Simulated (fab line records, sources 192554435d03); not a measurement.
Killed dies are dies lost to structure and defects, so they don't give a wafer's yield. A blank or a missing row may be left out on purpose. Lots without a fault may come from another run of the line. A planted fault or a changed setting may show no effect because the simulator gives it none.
Which tool did it? | flow n5_finfet | 9 lots, 26 wafers sampled, at 6 steps of a route of 1938

WHAT THE GAUGES READ, wafer by wafer
N5_GATE_CUT_INSPECT_15: inspects for defects (brightfield). Usual: raw_defect_count 133, standard deviation 44.
lot  | measured    | on                | raw_defect_count | flag
L663 | day 4 18:56 | defect_inspect-02 | 149 154 112      |
L667 | day 5 16:47 | defect_inspect-02 | 237 168 240      |
L670 | day 6 12:24 | defect_inspect-01 | 106 131 148      |
L671 | day 6 21:16 | defect_inspect-01 | 112 68           |
L672 | day 7 03:07 | defect_inspect-01 | 571 543 584      | OFF
L673 | day 7 10:48 | defect_inspect-01 | 204 148 141      |
L676 | day 8 00:15 | defect_inspect-02 | 443 493 420      | OFF
L681 | day 9 09:27 | defect_inspect-01 | 144 185 127      |
L682 | day 9 11:14 | defect_inspect-01 | 113 119 132      |

N5_BEOL_M4_RC_MEAS_101. Usual: DIBL_N 36.1 mV/V, standard deviation 1.6; DIBL_P 35.8 mV/V, standard deviation 2.1; IOFF_N 0.16 nA/um, standard deviation 0.031; IOFF_P 0.21 nA/um, standard deviation 0.034; ION_N 673 uA/um, standard deviation 12; ION_P 461 uA/um, standard deviation 7.2; SS_N 71.4 mV/dec, standard deviation 0.59; SS_P 73.3 mV/dec, standard deviation 0.63; VT_N 250 mV, standard deviation 3.1; VT_P -250 mV, standard deviation 3.3.
lot  | measured     | on        | DIBL_N (mV/V)  | DIBL_P (mV/V)  | IOFF_N (nA/um) | IOFF_P (nA/um) | ION_N (uA/um) | ION_P (uA/um) | SS_N (mV/dec)  | SS_P (mV/dec)  | VT_N (mV)   | VT_P (mV)      | flag
L663 | day 8 07:31  | prober-01 | 35.3 38.5 36.4 | 35.4 38.8 37.1 | 0.15 0.21 0.16 | 0.19 0.24 0.23 | 674 687 674   | 457 461 465   | 71.6 72.6 71.7 | 73.0 73.6 73.4 | 249 245 250 | -251 -249 -247 |
L667 | day 9 10:52  | prober-01 | 39.2 37.8 38.8 | 40.4 38.3 38.2 | 0.20 0.17 0.19 | 0.27 0.25 0.24 | 688 676 675   | 470 465 461   | 71.9 71.4 72.3 | 74.5 74.2 73.5 | 246 248 252 | -246 -245 -248 |
L670 | day 10 12:10 | prober-01 | 38.0 37.3 36.9 | 38.3 35.4 35.4 | 0.17 0.14 0.14 | 0.26 0.21 0.21 | 679 660 664   | 480 458 462   | 72.0 71.1 71.9 | 73.9 73.1 72.7 | 250 249 253 | -244 -249 -248 |
L671 | day 10 17:59 | prober-02 | 36.4 36.4      | 35.5 36.1      | 0.14 0.15      | 0.18 0.21      | 667 668       | 453 454       | 70.6 70.6      | 73.6 73.7      | 251 251     | -253 -251      |
L672 | day 10 18:57 | prober-01 | 35.4 35.0 35.7 | 36.1 35.7 36.6 | 0.14 0.14 0.14 | 0.17 0.17 0.18 | 667 676 664   | 452 460 452   | 71.0 71.0 71.4 | 73.5 72.2 73.3 | 253 251 254 | -256 -255 -255 |
L673 | day 11 06:13 | prober-01 | 34.2 34.6 36.7 | 34.8 36.0 36.9 | 0.14 0.15 0.18 | 0.20 0.21 0.21 | 666 688 687   | 463 478 471   | 70.9 71.3 71.7 | 72.3 72.5 73.6 | 250 248 247 | -249 -250 -254 |
L676 | day 11 13:50 | prober-02 | 37.1 35.9 36.5 | 36.5 36.2 36.0 | 0.18 0.16 0.17 | 0.21 0.21 0.21 | 686 676 678   | 469 464 460   | 72.0 71.6 71.8 | 73.1 73.7 73.5 | 246 247 248 | -251 -252 -252 |
L681 | day 12 20:27 | prober-01 | 34.9 34.4 35.2 | 34.4 33.1 34.6 | 0.14 0.12 0.13 | 0.20 0.17 0.20 | 658 654 660   | 457 450 454   | 71.2 70.5 71.1 | 72.8 72.2 73.1 | 252 254 251 | -249 -253 -250 |
L682 | day 13 07:11 | prober-02 | 35.3 37.0 37.0 | 34.9 37.4 35.8 | 0.15 0.18 0.18 | 0.23 0.26 0.23 | 667 670 675   | 470 470 465   | 71.1 71.5 71.3 | 73.2 73.6 73.6 | 253 247 249 | -247 -247 -247 |

WHICH TOOL RAN EACH LOT (tool, then ch and the chambers of the sampled wafers, then the start)
lot  | N5_GATE_CUT_VAPOR_ETCH_60        | N5_GATE_CUT_HM_DEP_46          | N5_GATE_CUT_ETCH_36               | N5_GATE_CUT_ETCH_37
L663 | rie_metal-01 ch 1, day 4 14:51   | pecvd-04 ch 0,1,2, day 4 18:23 | rie_diel-06 ch 0,1,2, day 4 19:04 | rie_diel-06 ch 0,1,2, day 4 19:05
L667 | rie_metal-01 ch 1, day 5 13:11   | pecvd-03 ch 0,1, day 5 16:21   | rie_diel-05 ch 0,1,3, day 5 17:13 | rie_diel-05 ch 0,1,3, day 5 17:14
L670 | rie_metal-01 ch 1, day 6 08:58   | pecvd-03 ch 0,1, day 6 11:57   | rie_diel-06 ch 2,3, day 6 12:43   | rie_diel-06 ch 2,3, day 6 12:45
L671 | rie_metal-02 ch 1, day 6 17:19   | pecvd-03 ch 0,1, day 6 20:50   | rie_diel-06 ch 0,2, day 6 21:21   | rie_diel-06 ch 0,2, day 6 21:23
L672 | rie_metal-02 ch 0,1, day 6 22:39 | pecvd-03 ch 0,1,2, day 7 02:34 | rie_diel-03 ch 0,1,3, day 7 03:13 | rie_diel-03 ch 0,1,3, day 7 03:14
L673 | rie_metal-03 ch 0,1, day 7 07:12 | pecvd-04 ch 0,1,2, day 7 10:15 | rie_diel-06 ch 0,2,3, day 7 11:36 | rie_diel-06 ch 0,2,3, day 7 11:37
L676 | rie_metal-02 ch 0,1, day 7 19:46 | pecvd-03 ch 1,2, day 7 22:47   | rie_diel-06 ch 0,2, day 8 00:50   | rie_diel-06 ch 0,2, day 8 00:52
L681 | rie_metal-01 ch 0,1, day 9 05:43 | pecvd-02 ch 0,2, day 9 08:53   | rie_diel-06 ch 1,2,3, day 9 09:38 | rie_diel-06 ch 1,2,3, day 9 09:40
L682 | rie_metal-01 ch 0,1, day 9 07:50 | pecvd-02 ch 0,1,2, day 9 10:49 | rie_diel-03 ch 0,1,2, day 9 11:19 | rie_diel-03 ch 0,1,2, day 9 11:21
- N5_GATE_CUT_VAPOR_ETCH_60: etches HfO2 in BCl3/Cl2.
- N5_GATE_CUT_HM_DEP_46: deposits SiO2 from TEOS/O2, target thk 130 nm, time 26.6 s.
- N5_GATE_CUT_ETCH_36: etches SiARC in CF4, target depth 13 nm, time 21.7 s.
- N5_GATE_CUT_ETCH_37: etches SOC in N2/H2, target depth 60 nm, overetch 12 nm, time 90 s.

WHAT THE TOOLS THEMSELVES READ (means of the sampled wafers that have a number; where no wafer has one, the mark that the record gives instead)
N5_GATE_CUT_VAPOR_ETCH_60. Usual: drypump_motor_current_A 5.7 A, standard deviation 0.51; oes_product_au 0.71 a.u., standard deviation 0.046.
lot  | tool         | drypump_motor_current_A (A) | oes_product_au (a.u.) | flag
L663 | rie_metal-01 | 5.7                         | 0.78                  |
L667 | rie_metal-01 | 5.7                         | 0.77                  |
L670 | rie_metal-01 | 5.7                         | 0.76                  |
L671 | rie_metal-02 | 6.5                         | 0.69                  |
L672 | rie_metal-02 | 5.6                         | 0.69                  |
L673 | rie_metal-03 | 5.3                         | 0.76                  |
L676 | rie_metal-02 | 5.6                         | 0.69                  |
L681 | rie_metal-01 | 5.7                         | 0.71                  |
L682 | rie_metal-01 | 5.7                         | 0.72                  |

N5_GATE_CUT_HM_DEP_46. Usual: heater_power_w 609 W, standard deviation 66; showerhead_plenum_p_Torr 8.340 Torr, standard deviation 0.023; throttle_valve_pct 18.4 %, standard deviation 1.
lot  | tool     | heater_power_w (W) | showerhead_plenum_p_Torr (Torr) | throttle_valve_pct (%) | flag
L663 | pecvd-04 | 557                | 8.348                           | 18.2                   |
L667 | pecvd-03 | 683                | 8.326                           | 18.7                   |
L670 | pecvd-03 | 597                | 8.332                           | 18.9                   |
L671 | pecvd-03 | 622                | 8.338                           | 19.2                   |
L672 | pecvd-03 | 618                | 8.342                           | 18.1                   |
L673 | pecvd-04 | 613                | 8.335                           | 18.2                   |
L676 | pecvd-03 | 622                | 8.334                           | 17.4                   |
L681 | pecvd-02 | 634                | 8.329                           | 18.9                   |
L682 | pecvd-02 | 588                | 8.358                           | 19.1                   |

N5_GATE_CUT_ETCH_36. Usual: drypump_motor_current_A 5.9 A, standard deviation 0.37; etch_rf_on_time_s 22.0 s, standard deviation 0.53; oes_product_au 0.66 a.u., standard deviation 0.058; rf_vpp_V 184.1 V, standard deviation 1.2; showerhead_plenum_p_Torr 2.14 Torr, standard deviation 0.069; throttle_valve_pct 15.79 %, standard deviation 0.19.
lot  | tool        | drypump_motor_current_A (A) | etch_rf_on_time_s (s) | oes_product_au (a.u.) | rf_vpp_V (V) | showerhead_plenum_p_Torr (Torr) | throttle_valve_pct (%) | flag
L663 | rie_diel-06 | 5.9                         | 22.0                  | 0.64                  | 184.4        | 2.16                            | 15.93                  |
L667 | rie_diel-05 | 5.8                         | 22.0                  | 0.66                  | 184.0        | 2.11                            | 15.59                  |
L670 | rie_diel-06 | 5.7                         | 21.8                  | 0.70                  | 182.6        | 2.07                            | 15.69                  |
L671 | rie_diel-06 | 5.7                         | 21.9                  | 0.60                  | 183.4        | 2.12                            | 15.99                  |
L672 | rie_diel-03 | 5.9                         | 21.9                  | 0.65                  | 184.0        | 2.15                            | 15.71                  |
L673 | rie_diel-06 | 5.7                         | 22.0                  | 0.65                  | 184.7        | 2.11                            | 15.89                  |
L676 | rie_diel-06 | 5.5                         | 21.6                  | 0.61                  | 183.3        | 2.09                            | 15.96                  |
L681 | rie_diel-06 | 5.9                         | 22.0                  | 0.65                  | 183.9        | 2.11                            | 15.83                  |
L682 | rie_diel-03 | 6.0                         | 22.4                  | 0.64                  | 185.1        | 2.17                            | 15.76                  |

N5_GATE_CUT_ETCH_37. Usual: drypump_motor_current_A 5.9 A, standard deviation 0.37; oes_product_au 0.69 a.u., standard deviation 0.059; rf_vpp_V 523.8 V, standard deviation 2.6; showerhead_plenum_p_Torr 2.54 Torr, standard deviation 0.092; throttle_valve_pct 18.02 %, standard deviation 0.22.
lot  | tool        | drypump_motor_current_A (A) | oes_product_au (a.u.) | rf_vpp_V (V) | showerhead_plenum_p_Torr (Torr) | throttle_valve_pct (%) | flag
L663 | rie_diel-06 | 5.8                         | 0.67                  | 524.3        | 2.57                            | 18.21                  |
L667 | rie_diel-05 | 5.8                         | 0.69                  | 522.9        | 2.51                            | 17.79                  |
L670 | rie_diel-06 | 5.7                         | 0.74                  | 521.4        | 2.46                            | 17.89                  |
L671 | rie_diel-06 | 5.6                         | 0.64                  | 523.6        | 2.50                            | 18.16                  |
L672 | rie_diel-03 | 5.9                         | 0.68                  | 522.8        | 2.55                            | 17.87                  |
L673 | rie_diel-06 | 5.7                         | 0.68                  | 522.6        | 2.50                            | 18.06                  |
L676 | rie_diel-06 | 5.6                         | 0.63                  | 520.5        | 2.46                            | 18.12                  |
L681 | rie_diel-06 | 5.9                         | 0.68                  | 523.5        | 2.51                            | 18.11                  |
L682 | rie_diel-03 | 6.0                         | 0.68                  | 524.6        | 2.57                            | 17.95                  |

THE ANSWER, worked out from the rows above alone
Rule: a lot is off if the mean of its wafers that have a number lies more than 3 standard deviations from the usual mean. A lot without any number at a reading at which 4 lots or more have one is off too. The other lots that the step has rows for count as sound. The gauges are gone through in route order, then the tools' own readings, and for those a lot's mean is taken as printed above. The first step at which some lot is off is used, and at that step the reading that is off furthest; a lot without a number counts as furthest.
Off: L672, L676, at N5_GATE_CUT_INSPECT_15 (raw_defect_count).
A tool fits if, at a process step before that reading, it ran every lot that is off, and no sound lot after the first of them. The gauges at N5_GATE_CUT_INSPECT_15 are tried like those tools. Can't be told from this: 2 tools fit, rie_metal-02 at N5_GATE_CUT_VAPOR_ETCH_60, pecvd-03 at N5_GATE_CUT_HM_DEP_46.

WHAT THE SIMULATOR HAD PUT IN
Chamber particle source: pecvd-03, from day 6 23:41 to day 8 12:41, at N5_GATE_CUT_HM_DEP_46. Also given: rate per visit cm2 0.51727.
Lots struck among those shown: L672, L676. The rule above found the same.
